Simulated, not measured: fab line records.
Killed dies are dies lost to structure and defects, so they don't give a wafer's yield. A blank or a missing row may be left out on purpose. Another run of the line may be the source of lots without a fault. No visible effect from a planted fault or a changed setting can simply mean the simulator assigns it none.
2 desks looking at one fault ; flow nand_harc ; numbers are kept per desk, each desk with only its own; the story behind them comes last

## AT THE TOOL OWNER'S DESK: pecvd_onon-02
The tool's own readings at NHARC_A_ONON_D1_DEP_12 (target thk 1000 nm): means of the sampled wafers that have a number, for each lot that ran on this tool. Any lot whose mean is over 4 standard deviations away from the usual mean is out of limits and marked OUT; that distance is given in the brackets.
Columns: A = n2o_flow_sccm at NHARC_A_ONON_D1_DEP_12, usual 2001 sccm
lot;first seen here;A
L646;day 7 14:25;1998
L647;day 8 06:43;1997
L656;day 9 18:42;2005
L655;day 10 01:26;2000
Result from this desk: across the 4 lots, nothing is out of limits.

## METROLOGY DESK
What the gauges read, lot by lot, whatever tool the lot ran on: means of the sampled wafers that have a number. Any lot whose mean is over 4 standard deviations away from the usual mean is out of limits and marked OUT; that distance is given in the brackets.
Columns: A = cd_nm at NHARC_P_BONDPAD_CD_MEAS_13, usual 499.5 nm; B = thk_nm at NHARC_A_ONON_D1_THK_MEAS_14, usual 998 nm
lot;first seen here;A;B
L646;day 6 09:34;498.6;992
L647;day 6 23:47;502.8;994
L648;day 7 01:46;498.5;1002
L649;day 7 01:47;496.6;993
L656;day 8 14:52;501.4;575 (-38) OUT
L655;day 8 18:41;497.6;576 (-38) OUT
L660;day 10 02:56;495.0;987
L663;day 10 14:38;499.6;1007
L664;day 10 21:03;498.9;1012
L665;day 11 04:06;501.4;1005
L667;day 11 15:05;500.7;1024
L669;day 12 04:25;497.2;984
Finding of this desk: L655, L656 out of limits; the first was L656 at day 9 19:06, on thk_nm at NHARC_A_ONON_D1_THK_MEAS_14. L646, L647, L648, L649, L660, L663, L664, L665, L667, L669: within limits.

## ALL TOGETHER
L655, L656 would have let the metrology desk raise an alarm at day 9 19:06.
Nothing out of limits was seen by the tool owner's desk.
On record at the tool owner's desk: L655, L656, within its limits.
Every lot named ran NHARC_A_ONON_D1_DEP_12 on pecvd_onon-02.

## WHAT HAD BEEN PUT IN BY THE SIMULATOR
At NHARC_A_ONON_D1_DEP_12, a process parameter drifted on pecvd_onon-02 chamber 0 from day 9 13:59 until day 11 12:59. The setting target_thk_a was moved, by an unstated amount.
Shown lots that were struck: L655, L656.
Per desk, hours elapsed from the start of the fault to the first reading out of limits: for the metrology desk, 5.
